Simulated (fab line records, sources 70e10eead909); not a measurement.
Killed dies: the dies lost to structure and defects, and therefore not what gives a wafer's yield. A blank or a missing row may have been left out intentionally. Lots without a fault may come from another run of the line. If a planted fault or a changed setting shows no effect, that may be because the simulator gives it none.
Commonality check across tools | flow nand_harc | Sample size 13 lots and 39 wafers

== THE REASON FOR OPENING IT ==
At NHARC_A_ONON_D1_THK_MEAS_02 the reading thk_nm is flagged on 2 of 13 lots. Fault-free wafers read 999 nm, with a standard deviation of 9.6.
Rule: a lot is flagged in two cases, either no wafer of it has a number, or all its wafers with numbers fall more than 4 standard deviations from that mean. The other lots count as sound.

lot  | measured     | on            | thk_nm (nm), wafer by wafer | flag
L349 | day 7 20:16  | film_metro-01 | 997 999 998                 |
L350 | day 8 03:30  | film_metro-02 | 971 969 971                 |
L354 | day 9 20:22  | film_metro-01 | 1005 1004 1004              |
L353 | day 9 20:22  | film_metro-02 | 1011 1010 1011              |
L355 | day 10 06:50 | film_metro-01 | 446 445 446                 | FLAGGED
L356 | day 10 14:19 | film_metro-02 | 441 438 440                 | FLAGGED
L363 | day 13 17:02 | film_metro-01 | 1004 1003 1003              |
L365 | day 14 17:54 | film_metro-01 | 983 984 982                 |
L366 | day 14 17:55 | film_metro-02 | 1010 1010 1010              |
L368 | day 16 00:17 | film_metro-01 | 991 990 988                 |
L369 | day 16 07:53 | film_metro-01 | 998 998 1000                |
L371 | day 16 18:45 | film_metro-01 | 1009 1009 1008              |
L372 | day 17 14:19 | film_metro-01 | 998 1002 1000               |
The numbers of the flagged lots are 443 nm on average: -556 nm against the usual, or -58 standard deviations.

== WHICH TOOL EACH LOT WENT THROUGH ==
3 process steps preceding the reading are held in the record, out of 1302 steps in the route. Every cell lists first the tool, next ch and the chambers used by the sampled wafers, and last the start.
lot  | flag    | NHARC_P_BONDPAD_PRE_CLEAN_26            | NHARC_P_BONDPAD_ANNEAL_28        | NHARC_A_ONON_D1_DEP_00
L349 |         | pvd_sputter-03, day 6 20:03 or earlier  | rtp_anneal-01 ch 0, day 6 20:03  | pecvd_onon-01 ch 0, day 7 19:46
L350 |         | pvd_sputter-02, day 7 01:02 or earlier  | rtp_anneal-01 ch 0, day 7 01:02  | pecvd_onon-01 ch 0, day 8 02:59
L354 |         | pvd_sputter-01, day 8 17:57 or earlier  | rtp_anneal-02 ch 0, day 8 17:57  | pecvd_onon-01 ch 0, day 9 19:55
L353 |         | pvd_sputter-01, day 8 14:46 or earlier  | rtp_anneal-02 ch 0, day 8 14:46  | pecvd_onon-02 ch 0, day 9 20:02
L355 | FLAGGED | pvd_sputter-03, day 9 05:43 or earlier  | rtp_anneal-01 ch 0, day 9 05:43  | pecvd_onon-01 ch 0, day 10 06:20
L356 | FLAGGED | pvd_sputter-01, day 9 13:37 or earlier  | rtp_anneal-01 ch 0, day 9 13:37  | pecvd_onon-01 ch 0, day 10 13:49
L363 |         | pvd_sputter-03, day 12 18:16 or earlier | rtp_anneal-02 ch 0, day 12 18:16 | pecvd_onon-01 ch 0, day 13 16:31
L365 |         | pvd_sputter-03, day 13 17:29 or earlier | rtp_anneal-02 ch 0, day 13 17:29 | pecvd_onon-03 ch 0, day 14 17:23
L366 |         | pvd_sputter-03, day 13 19:59 or earlier | rtp_anneal-02 ch 0, day 13 19:59 | pecvd_onon-01 ch 0, day 14 17:23
L368 |         | pvd_sputter-01, day 14 21:35 or earlier | rtp_anneal-01 ch 0, day 14 21:35 | pecvd_onon-03 ch 0, day 15 23:46
L369 |         | pvd_sputter-02, day 15 08:37 or earlier | rtp_anneal-02 ch 0, day 15 08:37 | pecvd_onon-01 ch 0, day 16 07:22
L371 |         | pvd_sputter-01, day 15 18:28 or earlier | rtp_anneal-02 ch 0, day 15 18:28 | pecvd_onon-03 ch 0, day 16 18:14
L372 |         | pvd_sputter-01, day 16 08:15 or earlier | rtp_anneal-02 ch 0, day 16 08:15 | pecvd_onon-01 ch 0, day 17 13:48
What is done by these steps:
- NHARC_P_BONDPAD_PRE_CLEAN_26: time 30 s.
- NHARC_P_BONDPAD_ANNEAL_28: time 90 s.
- NHARC_A_ONON_D1_DEP_00: target thk 1000 nm.
- NHARC_A_ONON_D1_THK_MEAS_02: measures by ellipsometry.

== FLAGGED OVER TOTAL, TOOL BY TOOL (the gauges that took the reading come last) ==
step                         | tool           | lots run | flagged | share of the flagged lots | sound lots run after its first flagged lot
NHARC_P_BONDPAD_PRE_CLEAN_26 | pvd_sputter-01 | 6        | 1       | some                      | 3 (L368,L371,L372)
NHARC_P_BONDPAD_PRE_CLEAN_26 | pvd_sputter-02 | 2        | 0       | none                      | -
NHARC_P_BONDPAD_PRE_CLEAN_26 | pvd_sputter-03 | 5        | 1       | some                      | 3 (L363,L365,L366)
NHARC_P_BONDPAD_ANNEAL_28    | rtp_anneal-01  | 5        | 2       | all                       | 1 (L368)
NHARC_P_BONDPAD_ANNEAL_28    | rtp_anneal-02  | 8        | 0       | none                      | -
NHARC_A_ONON_D1_DEP_00       | pecvd_onon-01  | 9        | 2       | all                       | 4 (L363,L366,L369,L372)
NHARC_A_ONON_D1_DEP_00       | pecvd_onon-02  | 1        | 0       | none                      | -
NHARC_A_ONON_D1_DEP_00       | pecvd_onon-03  | 3        | 0       | none                      | -
NHARC_A_ONON_D1_THK_MEAS_02  | film_metro-01  | 9        | 1       | some                      | 6 (L363,L365,L368,L369,L371,L372)
NHARC_A_ONON_D1_THK_MEAS_02  | film_metro-02  | 4        | 1       | some                      | 1 (L366)
With no start given for some of its lots, NHARC_P_BONDPAD_PRE_CLEAN_26 uses the hours and lot order of NHARC_P_BONDPAD_ANNEAL_28.

== WHAT THE TABLE PERMITS ==
2 rows of the table ran every flagged lot: rtp_anneal-01 at NHARC_P_BONDPAD_ANNEAL_28, pecvd_onon-01 at NHARC_A_ONON_D1_DEP_00.
- rtp_anneal-01 at NHARC_P_BONDPAD_ANNEAL_28 ran 5 lots, 2 of them flagged. Sound lots followed the first flagged one (L368) on it, something a lasting fault affecting the whole tool could not allow.
- pecvd_onon-01 at NHARC_A_ONON_D1_DEP_00 ran 9 lots, 2 of them flagged. Sound lots followed the first flagged one (L363, L366, L369, L372) on it, something a lasting fault affecting the whole tool could not allow.
None of the table's rows ran every flagged lot and, after the first, no sound lot.

== WHAT HAD BEEN PUT IN BY THE SIMULATOR ==
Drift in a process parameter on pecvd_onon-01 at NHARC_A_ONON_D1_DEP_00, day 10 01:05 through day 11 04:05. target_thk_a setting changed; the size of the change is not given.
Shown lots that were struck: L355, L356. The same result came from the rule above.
